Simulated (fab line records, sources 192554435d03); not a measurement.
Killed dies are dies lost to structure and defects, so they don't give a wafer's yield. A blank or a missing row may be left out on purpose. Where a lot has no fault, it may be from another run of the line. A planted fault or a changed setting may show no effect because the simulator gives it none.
fab line records | flow n5-finfet
record lots=4 | wafers=12 | last-day=15
route steps=1938 shown BEOL_M2@922 BEOL_M3@931 BEOL_M4@1111
lots that met no fault: from a run of the same line without faults
start-h: the number of hours between the record's first day and the start of the first shown wafer of the lot | wait-h: how many hours have passed since the lot's step before this one | " repeats the value in the row above | L1.1+2: a single row standing in for several wafers | - no value, or no start was given | * or withheld: withheld | < > ~ a bound
route shown NAME@n: a module of which the file shows steps, and the number in the route of the first | usual: mean/standard deviation taken from wafers without a fault | same: alike in all rows | chamber/n: place in a boat | sites: the reading at each site | _std_site: the values' standard deviation | _edge_site: the outer-site mean with the inner-site mean subtracted | radius-mm: for every site, how far away it sits from the centre of the wafer | mask NAME#n: copy n | behind: the most recent tool/chamber to have shaped the wafer | hold: the reason the lot was held/the length of the hold in hours/how it ended | device: the n, p or np transistor that did not switch | end of line: tests of these same wafers at the route's end | a step given without rows: its recipe and nothing more | killed: count of dies lost to structure and defects at first sort (not the wafer's yield) | map: shows each die of a wafer: x if killed, . if not, _ if none is there
set.NAME: the setting that was run; set.NAME@STEP: the one run at that earlier step | model.NAME: the simulator's own value behind a step, which no gauge read
lots at selected steps of the route; one table per step, one row per wafer
services: a tool's chamber out of use, with start hour (start-h, from the record's first day; less than 0 if before it), hours out, and reason
## steps
# step N5_BEOL_M2_ANNEAL_51
# recipe temp-c=225 | time-s=90 | ambient=N2
# step N5_BEOL_M2_CMP_52
# recipe stop-on=SiOC | t-overpolish-s=6.8 | down-force-psi=1 | platen-rpm=50 | clearing-platen-down-force-psi=1.5 | clearing-platen-rpm=50 | post-cmp-clean=cu-alkaline | target-thk-nm=40 | clearing-platen-pad-velocity-m-s=0.99484 | pad-velocity-m-s=0.99484
# step N5_BEOL_M2_PRE_CLEAN_60
# recipe gas=NH3/H2 | time-s=15 | temp-c=* | rf-power-w=300
# step N5_BEOL_M2_CO_CAP_55
# recipe material=Co | target-thk-a=20 | temp-c=200 | precursor=CCTBA/H2 | pressure-torr=30 | time-s=102.1
# step N5_BEOL_M2_PRE_CLEAN_56
# recipe gas=NH3 | time-s=15 | temp-c=withheld | rf-power-w=300
# step N5_BEOL_M2_DEP_57
# recipe material=SiCN | target-thk-a=80 | temp-c=withheld | precursor=3MS/NH3 | pressure-torr=3 | rf-w=202 | time-s=14
# step N5_BEOL_M3_ILD_DEP_00
# recipe material=SiOC | target-thk-a=790 | temp-c=350 | precursor=DEMS/O2 | pressure-torr=5 | rf-w=500 | time-s=15.3
# step N5_BEOL_M3_PECVD_72
# recipe material=SiO2 | target-thk-a=160 | temp-c=400 | precursor=TEOS/O2 | pressure-torr=5.5 | rf-w=450 | teos-flow-sccm=53.8 | gas=O2 | flow-sccm=3000 | time-s=18
# step N5_BEOL_M3_HM_DEP_02
# recipe material=TiN | target-thk-a=200 | temp-c=25 | chamber-pressure-pa=0.49996
# usual substrate-temp-c=25.03/0.1 | throttle-valve-pct=30.0/0.67
lot.wafer | tool           | chamber | start-h | wait-h | substrate-temp-c | throttle-valve-pct | model.TiN_of_BEOL_M3_HM_DEP_02.thk-nm
L350.2    | pvd-sputter-02 | -       | 196.05  | 2.2    | 24.99            | 31.1               | 20.4
L350.4    | "              | -       | "       | "      | 24.98            | 30.0               | 20.2
L350.5    | "              | -       | "       | "      | 25.05            | 29.0               | 20.2
L355.1    | pvd-sputter-02 | -       | 227.00  | 2.0    | 25.01            | 30.0               | 14.6
L355.2    | "              | -       | "       | "      | 25.13            | 30.8               | 20
L355.4    | "              | -       | "       | "      | 25.04            | 29.0               | 20
L356.1    | pvd-sputter-02 | -       | 227.34  | 0.5    | 25.10            | 30.3               | 14.8
L356.2    | "              | -       | "       | "      | 24.99            | 29.9               | 19.8
L356.6    | "              | -       | "       | "      | 24.90            | 31.0               | 20
L360.1    | pvd-sputter-03 | -       | 237.87  | 0.8    | 25.03            | 28.9               | 19.4
L360.4    | "              | -       | "       | "      | 25.02            | 30.7               | 19.8
L360.5    | "              | -       | "       | "      | 25.04            | 30.6               | 19.8
# step N5_BEOL_M3_COAT_61
# recipe resist=SOC | temp-c=250 | time-s=60 | spin-rpm=1500 | resist-thk-nm=60
# step N5_BEOL_M3_COAT_62
# recipe resist=SiARC | temp-c=220 | time-s=60 | spin-rpm=1500 | resist-thk-nm=12
# step N5_BEOL_M3_COAT_73
# recipe resist=underlayer | temp-c=205 | time-s=60 | spin-rpm=1500 | resist-thk-nm=5
# step N5_BEOL_M3_COAT_05
# recipe resist=CAR-EUV | spin-rpm=1500 | resist-thk-nm=30
# step N5_BEOL_M3_EBR_07
# recipe solvent=PGMEA | ebr-width-mm=1.5
# step N5_BEOL_M3_SOFTBAKE_06
# recipe temp-c=110 | time-s=60 | resist=CAR-EUV
# step N5_BEOL_M3_EXPOSE_08
# recipe mask-id=M3 | na=0.33 | source-shape=dipole | sigma-inner=0.369 | sigma-outer=0.767 | polarization=unpolarized | dose-mj=33
# step N5_BEOL_M3_PEB_09
# recipe peb-temp-c=100 | peb-time-s=60 | resist=CAR-EUV
# step N5_BEOL_M3_DEVELOP_10
# recipe develop-time-s=30 | developer=TMAH | resist=CAR-EUV | rinse-liquid=surfactant-rinse | dry=air-spin | dev-temp-c=23
# step N5_BEOL_M3_DESCUM_16
# recipe chemistry=O2 | time-s=7 | source-power-w=50 | bias-power-w=20 | pressure-mtorr=20 | rf-frequency-hz=2.712e+07 | temp-c=40 | resist=CAR-EUV | o2-flow-sccm=225
# step N5_BEOL_M3_ETCH_74
# recipe chemistry=N2/H2 | target=underlayer | target-depth-a=65 | mask-material=CAR-EUV | time-s=5.2 | ion-energy-ev=200 | pressure-mtorr=30 | source-w=840 | bias-w=150 | n2-flow-sccm=200 | h2-flow-sccm=200 | ends=cleared
# step N5_BEOL_M3_ETCH_63
# recipe chemistry=CF4 | target=SiARC | target-depth-a=156 | mask-material=CAR-EUV | time-s=26 | ion-energy-ev=80 | pressure-mtorr=40 | source-w=545 | bias-w=36 | Ar_flow_sccm=100 | cf4-flow-sccm=100 | ends=cleared
# step N5_BEOL_M3_ETCH_64
# recipe chemistry=N2/H2 | target=SOC | target-depth-a=750 | overetch-a=150 | mask-material=SiARC | temp-c=40 | time-s=112.5 | ion-energy-ev=200 | pressure-mtorr=30 | source-w=840 | bias-w=150 | n2-flow-sccm=200 | h2-flow-sccm=200
# step N5_BEOL_M3_STRIP_65
# recipe chemistry=N2/H2 | temp-c=40 | n2-flow-sccm=200 | h2-flow-sccm=200 | rf-frequency-hz=6e+07
# step N5_BEOL_M3_STRIP_75
# recipe chemistry=N2/H2 | temp-c=40 | n2-flow-sccm=200 | h2-flow-sccm=200 | rf-frequency-hz=6e+07
# step N5_BEOL_M3_STRIP_66
# recipe chemistry=CF4 | resist=SiARC | power-w=300 | bias-power-w=75 | pressure-mtorr=50 | cf4-flow-sccm=150 | rf-frequency-hz=6e+07
# step N5_BEOL_M3_HM_OPEN_17
# recipe chemistry=Cl2/BCl3 | target-depth-a=200 | overetch-a=60 | target=TiN | mask-material=SOC | ion-energy-ev=150 | pressure-mtorr=10 | icp-w=1000 | bias-w=126 | Cl2_flow_sccm=53.25 | bcl3-flow-sccm=21.75 | Ar_flow_sccm=25
# usual drypump-motor-current-A=5.8/0.35 | he-backside-leak-sccm=3.43/0.24 | oes-product-au=0.66/0.12 | throttle-valve-pct=22.1/0.32
lot.wafer | tool         | chamber | start-h | wait-h | drypump-motor-current-A | he-backside-leak-sccm | oes-product-au | rf-hours-counter-h | throttle-valve-pct | model.etch.depth-nm
L350.2    | rie-metal-01 | 1       | 198.18  | 0.0    | 5.5                     | 3.40                  | 0.79           | 5                  | 22.4               | 20.39
L350.4    | "            | 1       | "       | "      | 5.5                     | 3.45                  | 0.79           | -                  | 22.4               | 20.16
L350.5    | "            | 1       | "       | "      | 5.5                     | 3.35                  | 0.79           | -                  | 22.4               | 20.23
L355.1    | rie-metal-01 | 1       | 227.89  | 0.0    | 5.5                     | 3.01                  | 0.66           | 8                  | 22.6               | 14.55
L355.2    | "            | 1       | "       | "      | 5.5                     | 3.53                  | 0.77           | -                  | 22.4               | 19.94
L355.4    | "            | 1       | "       | "      | 5.5                     | 3.19                  | 0.76           | -                  | 22.4               | 19.92
L356.1    | rie-metal-01 | 1       | 228.22  | 0.0    | 5.5                     | 3.26                  | 0.66           | 8                  | 22.6               | 14.74
L356.2    | "            | 1       | "       | "      | 5.5                     | 3.28                  | 0.77           | -                  | 22.4               | 19.83
L356.6    | "            | 1       | "       | "      | 5.5                     | 3.34                  | 0.78           | -                  | 22.4               | 20.05
L360.1    | rie-metal-01 | 0       | 238.75  | 0.0    | 6.6                     | 3.26                  | 0.81           | 0                  | 21.9               | 19.33
L360.4    | "            | 1       | "       | "      | 5.5                     | 3.50                  | 0.76           | -                  | 22.4               | 19.85
L360.5    | "            | 0       | "       | "      | 6.6                     | 3.06                  | 0.82           | -                  | 21.9               | 19.79
# step N5_BEOL_M3_STRIP_19
# recipe chemistry=O2 | power-w=400 | temp-c=40 | pressure-mtorr=30 | rf-frequency-hz=6e+07 | bias-power-w=0 | overash-fraction=0.2 | o2-flow-sccm=225
# step N5_BEOL_M3_COAT_67
# recipe resist=SOC | temp-c=250 | time-s=60 | spin-rpm=1500 | resist-thk-nm=60
# step N5_BEOL_M3_COAT_68
# recipe resist=SiARC | temp-c=220 | time-s=60 | spin-rpm=1500 | resist-thk-nm=12
# step N5_BEOL_M3_COAT_76
# recipe resist=underlayer | temp-c=205 | time-s=60 | spin-rpm=1500 | resist-thk-nm=5
# step N5_BEOL_M3_COAT_22
# recipe resist=CAR-EUV | spin-rpm=1500 | resist-thk-nm=30
# step N5_BEOL_M3_EBR_24
# recipe solvent=PGMEA | ebr-width-mm=1.5
# step N5_BEOL_M3_SOFTBAKE_23
# recipe temp-c=110 | time-s=60 | resist=CAR-EUV
# step N5_BEOL_M3_EXPOSE_25
# recipe mask-id=V2 | na=0.33 | source-shape=quasar | sigma-inner=0.2 | sigma-outer=0.8 | polarization=unpolarized | defocus-nm=5 | dose-mj=63
# step N5_BEOL_M3_TRENCH_ETCH_37
# recipe chemistry=C4F6/O2 | target-depth-a=555.55 | target=SiOC | time-s=29.2 | ion-energy-ev=250 | pressure-mtorr=30 | source-w=355 | bias-w=185 | Ar_flow_sccm=300 | C4F6_flow_sccm=10 | O2_flow_sccm=10
# usual drypump-motor-current-A=5.8/0.42 | oes-product-au=0.80/0.07 | rf-vpp-V=662/14 | showerhead-plenum-p-Torr=2.86/0.094 | throttle-valve-pct=20.83/0.17
lot.wafer | tool        | chamber | start-h | wait-h | drypump-motor-current-A | oes-product-au | rf-hours-counter-h | rf-vpp-V | showerhead-plenum-p-Torr | throttle-valve-pct | model.TiN_of_BEOL_M3_HM_DEP_02.thk-nm
L350.2    | rie-diel-01 | 2       | -       | -      | 5.2                     | 0.79           | 112                | 652      | 2.77                     | 21.04              | 18
L350.4    | "           | 1       | "       | "      | 6.3                     | 0.82           | -                  | 648      | 2.78                     | 20.62              | 17.8
L350.5    | "           | 2       | "       | "      | 5.2                     | 0.79           | -                  | 653      | 2.77                     | 21.02              | 18
L355.1    | rie-diel-04 | 0       | -       | -      | 5.1                     | 0.74           | 171                | 645      | 2.85                     | 20.86              | 12.2
L355.2    | "           | 2       | "       | "      | 5.6                     | 0.89           | 28                 | 680      | 3.02                     | 20.53              | 17.6
L355.4    | "           | 1       | "       | "      | 5.9                     | 0.84           | 65                 | 666      | 2.99                     | 20.84              | 17.6
L356.1    | rie-diel-05 | 3       | -       | -      | 6.2                     | 0.71           | 240                | 644      | 2.90                     | 20.77              | 12.4
L356.2    | "           | 0       | "       | "      | 5.9                     | 0.89           | 27                 | 677      | 2.90                     | 20.77              | 17.6
L356.6    | "           | 1       | "       | "      | 6.2                     | 0.77           | -                  | 660      | 2.77                     | 21.04              | 17.8
L360.1    | rie-diel-01 | 3       | -       | -      | 6.0                     | 0.76           | 173                | 660      | 2.86                     | 20.86              | 17
L360.4    | "           | 1       | "       | "      | 6.3                     | 0.81           | -                  | 648      | 2.77                     | 20.65              | 17.6
L360.5    | "           | 2       | "       | "      | 5.2                     | 0.79           | -                  | 653      | 2.77                     | 21.05              | 17.4
# step N5_BEOL_M4_RC_MEAS_101
# usual DIBL_N=36.5/1.7 | DIBL_P=36.3/2.1 | IOFF_N=0.16/0.036 | IOFF_P=0.21/0.037 | ION_N=676/12 | ION_P=462/7.6 | SS_N=71.5/0.68 | SS_P=73.3/0.63 | VT_N=249/3.5 | VT_P=-250/3.5
lot.wafer | tool      | chamber | start-h | wait-h | DIBL_N[mV/V] | DIBL_P[mV/V] | IOFF_N[nA/um] | IOFF_P[nA/um] | ION_N[uA/um] | ION_P[uA/um] | SS_N[mV/dec] | SS_P[mV/dec] | VT_N[mV] | VT_P[mV]
L350.2    | prober-01 | 0       | 219.90  | 0.2    | 36.2         | 36.0         | 0.16          | 0.21          | 663          | 460          | 72.8         | 72.9         | 251      | -248
L350.4    | "         | 0       | "       | "      | 37.3         | 38.8         | 0.18          | 0.26          | 674          | 468          | 72.2         | 73.1         | 248      | -244
L350.5    | "         | 0       | "       | "      | 34.9         | 36.4         | 0.14          | 0.21          | 670          | 461          | 72.1         | 72.9         | 253      | -246
L355.1    | prober-01 | 0       | 251.03  | 0.0    | 35.1         | 36.1         | 0.13          | 0.18          | 668          | 453          | 71.6         | 72.9         | 251      | -251
L355.2    | "         | 0       | "       | "      | 39.8         | 40.8         | 0.22          | 0.24          | 691          | 465          | 72.5         | 74.3         | 246      | -251
L355.4    | "         | 0       | "       | "      | 36.1         | 37.5         | 0.16          | 0.19          | 678          | 464          | 71.4         | 73.5         | 250      | -252
L356.1    | prober-02 | 0       | 254.55  | 0.0    | 33.8         | 32.1         | 0.12          | 0.19          | 656          | 465          | 71.3         | 72.7         | 252      | -247
L356.2    | "         | 0       | "       | "      | 36.8         | 35.5         | 0.16          | 0.24          | 676          | 466          | 71.8         | 73.0         | 248      | -247
L356.6    | "         | 0       | "       | "      | 36.5         | 35.6         | 0.16          | 0.24          | 670          | 467          | 71.1         | 72.9         | 248      | -247
L360.1    | prober-01 | 0       | 256.68  | 0.0    | 37.2         | 37.5         | 0.17          | 0.21          | 677          | 467          | 72.2         | 72.9         | 247      | -252
L360.4    | "         | 0       | "       | "      | 35.2         | 34.7         | 0.14          | 0.17          | 670          | 454          | 71.1         | 72.9         | 253      | -255
L360.5    | "         | 0       | "       | "      | 37.9         | 38.4         | 0.17          | 0.23          | 684          | 469          | 71.4         | 73.9         | 251      | -249
## services
tool         | chamber | start-h | hours | kind
rie-diel-04  | 3       | 176.15  | -     | clean
rie-diel-04  | 3       | 176.15  | -     | consumable-replace:focus-ring
rie-diel-04  | 3       | 176.15  | -     | consumable-replace:showerhead
rie-diel-04  | 3       | 176.15  | 12.3  | scheduled-down
rie-diel-04  | 3       | 176.15  | 12.3  | vent-cycle
rie-metal-01 | -       | 179.17  | 2.1   | repair
rie-diel-04  | 0       | 202.29  | 6.5   | repair
rie-diel-05  | 2       | 205.97  | 1.6   | repair
rie-metal-01 | 0       | 216.25  | -     | clean
rie-metal-01 | 0       | 216.25  | 18.0  | scheduled-down
rie-metal-01 | 0       | 216.25  | 18.0  | vent-cycle
rie-diel-05  | -       | 216.89  | 0.8   | repair
rie-diel-04  | 2       | 233.69  | 4.1   | repair
## key
first-sign none at tools or gauges
model-effect step=N5_BEOL_M3_HM_DEP_02 | value=TiN_of_BEOL_M3_HM_DEP_02.thk-nm | without=20 | struck=14.7
model-effect step=N5_BEOL_M3_HM_OPEN_17 | value=etch.depth-nm | without=20 | struck=14.65
model-effect step=N5_BEOL_M3_TRENCH_ETCH_37 | value=TiN_of_BEOL_M3_HM_DEP_02.thk-nm | without=17.7 | struck=12.3
met-at N5_BEOL_M3_HM_DEP_02
struck-wafers L355.1,L356.1
fault kind=process-parameter-drift | tool=pvd-sputter-02 | chamber=- | onset-h=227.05 | steps=N5_BEOL_M3_HM_DEP_02 | channel=target-thk-a | offset=* | shape=step | end-h=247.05 | scope=struck-wafers-only | acts-in=* | stated=*
